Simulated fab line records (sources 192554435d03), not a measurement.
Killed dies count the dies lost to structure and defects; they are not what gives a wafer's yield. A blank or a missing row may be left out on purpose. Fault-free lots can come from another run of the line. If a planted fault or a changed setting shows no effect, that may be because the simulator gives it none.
Problem report in the 8D (eight disciplines) form, filled by code / flow n5-finfet / the parts of the form that need people (team, actions taken, sign-off) are left out

== 1. THE PROBLEM ==
Wafers without a fault read 795.4 W, standard deviation 3; rf-fwd-power-W at N5_ZERO_LAYER_ETCH_18 reads a mean of 605.6 W on 6 wafers belonging to 2 lots. That is -63 standard deviations from the usual mean.
The step: etches Si in HBr/Cl2, target depth 120 nm, time 40 s.
First seen on wafer L604.2, day 4 06:48, on rie-si-03. The record holds 18 wafers of 6 lots with a number at this step. Rule for "out", or "out of limits": more than 4 standard deviations from the usual mean. The rest of the wafers with a number are treated as sound.

== 2. WHAT IT IS; WHAT IT IS NOT ==
question=which readings at this step | is=rf-fwd-power-W | is not=drypump-motor-current-A, he-backside-leak-sccm, mfc-cl2-sccm, throttle-valve-pct
question=which lots | is=L604, L606 | is not=L593, L598, L614, L615
question=which wafers of those lots | is=all that have a number | is not=-
question=read on which tools | is=rie-si-03 | is not=rie-si-04, rie-si-05
question=when | is=from day 4 06:48 | is not=up to then (6 sound wafers); but 6 sound wafers of L614, L615 came after

== 3. THE SUSPECTS, EACH WITH WHAT RULES IT OUT ==
Counting: any tool at a process step up to the reading is kept as a suspect provided that every lot that is out went through it and no sound lot did after the first of them.
- rie-si-03 at N5_ZERO_LAYER_ETCH_18 (etches Si in HBr/Cl2, target depth 120 nm, time 40 s): kept. It ran every lot that is out, first L604 (day 4 06:48), and no sound lot after that; its last sound lot up to then is L593 (day 1 12:47). On those wafers its own readings are out: rf-fwd-power-W.
After counting, what remains is rie-si-03 at N5_ZERO_LAYER_ETCH_18.

== 4. THE CAUSE (what the simulator had put in) ==
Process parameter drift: rie-si-03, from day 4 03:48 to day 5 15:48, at N5_ZERO_LAYER_ETCH_18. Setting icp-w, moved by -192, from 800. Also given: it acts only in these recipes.
The count eliminated every tool but this one.

== 5. THE CHAIN OF EFFECTS, in route order ==
Each row: a reading whose mean over the struck wafers that have a number lies more than 3 standard deviations from the usual. Only readings whose record carries a usual standard deviation are examined. hours: median over the lots of the time between each lot's start at the first step of this table that gives one and its start at this step. sigmas: the change, counted in usual standard deviations.
hours=0; step=N5_ZERO_LAYER_ETCH_18; reading=rf-fwd-power-W; usual=795.4 W; on struck wafers=605.6; change=-189.8; sigmas=-63
The process steps in it:
- N5_ZERO_LAYER_ETCH_18: etches Si in HBr/Cl2, target depth 120 nm, time 40 s.
Later measuring or inspecting steps at which every struck wafer that the step has a row for has a number for every such reading, and none has moved that far: N5_BEOL_M4_RC_MEAS_101.

== 6. WHAT WOULD HAVE CAUGHT IT SOONER ==
In this record no reading fell out of limits until day 4 06:48, 3 hours after the fault had begun at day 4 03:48.
